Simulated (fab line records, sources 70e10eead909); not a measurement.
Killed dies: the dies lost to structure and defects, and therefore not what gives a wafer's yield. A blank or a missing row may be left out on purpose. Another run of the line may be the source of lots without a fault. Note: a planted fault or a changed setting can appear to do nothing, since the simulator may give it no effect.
Comparing a struck lot with a sound one    flow nand_harc    12 steps out of a route of 1302
Sound: wafers L631.4, L631.5, L631.6. Struck: wafers L640.3, L640.5, L640.6. At the end, the cause is stated.
Order at every step that has rows: each side's tool, ch and its chambers, its first start. Under that, the readings that differ: sound wafers    struck wafers    difference of the means    sigmas: that difference in standard deviations of wafers without a fault.
alike: same words and numbers on both sides, and readings whose means sit less than 2 such deviations apart. not compared: any withheld reading, any reading some wafer has no value for, any bound like >300 that may hide the same value, and any number with overlapping values for which the record gives no deviation.
Wherever a step has rows on one side only, a row that says differs or no value, or a row with sigmas, the two part there. When numbers do not overlap yet have no deviation, they are printed without sigmas and do not part them. A reading that every wafer of one side lacks parts them only if that side has two wafers or more.

first, 3 steps without rows for these wafers: NHARC_A_STAIRCASE_PEB_439 (peb time 130 s); NHARC_A_STAIRCASE_DEVELOP_440 (time 140 s); NHARC_A_STAIRCASE_HARDBAKE_442 (time 140 s).
NHARC_A_STAIRCASE_DESCUM_443: chemistry O2, time 3 s.
  sound on rie_diel-05 ch 0,2,3, day 23 01:34; struck on rie_diel-01 ch 0,2,3, day 26 09:18
  alike: drypump_motor_current_A, o2_flow_sccm, oes_product_au, rf_vpp_V, showerhead_plenum_p_Torr, throttle_valve_pct
  not compared: rf_hours_counter_h
NHARC_A_STAIRCASE_ETCH_444: etches the open film in C4F8/O2, target depth 20400 nm, time 6800 s.
  sound on rie_diel-05 ch 0,2,3, day 23 03:36; struck on rie_diel-01 ch 0,3, day 26 10:07
  alike: oes_product_au, rf_vpp_V
  not compared: rf_hours_counter_h
NHARC_A_STAIRCASE_STRIP_446: strips in O2.
  sound on plasma_asher-01 ch 0,1, day 23 07:06; struck on plasma_asher-01 ch 0,1, day 26 14:58
  alike: drypump_motor_current_A, heater_power_w
  not compared: rf_hours_counter_h
then, 3 steps without rows for these wafers: NHARC_A_STAIRCASE_STRIP_447 (strips in SPM, time 900 s); NHARC_A_STAIRCASE_PRECLEAN_448 (cleans in SC1); NHARC_A_STAIRCASE_SRD_449.
NHARC_A_STAIRCASE_CMP_450: polishes SiO2, target thk 200 nm.
  sound on cmp-01 ch 0,1,3, day 23 07:51; struck on cmp-01 ch 0,3, day 26 15:41
  alike: edge_zone_pressure_frac, motor_current_A
NHARC_A_STAIRCASE_CMP_152: polishes.
  sound on cmp-01 ch 0,1,3, day 23 07:55; struck on cmp-01 ch 0,3, day 26 15:45
  no value came back on the struck wafers for edge_zone_pressure_frac, motor_current_A (A); on the sound wafers edge_zone_pressure_frac reads 0.999 1.004 1.003
-- break in the record here, with 5 days between the starts of the struck wafers on either side (left off in module A_STAIRCASE, picked up again in module END, where the first step shown is number 1302 on the route) --
NHARC_END_SORT_01:
  sound on prober-01 ch 0, day 28 23:07; struck on prober-01 ch 0, day 32 02:50
reading          sound     struck       difference  sigmas
killed_at_array  61 50 52  675 675 674  +620        +26
killed_dies      64 56 54  677 677 677  +619        +26
  alike: killed_at_other, killed_at_periphery, killed_open, killed_short

## WHERE THEY PART
Earliest at NHARC_A_STAIRCASE_CMP_152; latest, in this record, at NHARC_END_SORT_01.

WHY: what the simulator had put in
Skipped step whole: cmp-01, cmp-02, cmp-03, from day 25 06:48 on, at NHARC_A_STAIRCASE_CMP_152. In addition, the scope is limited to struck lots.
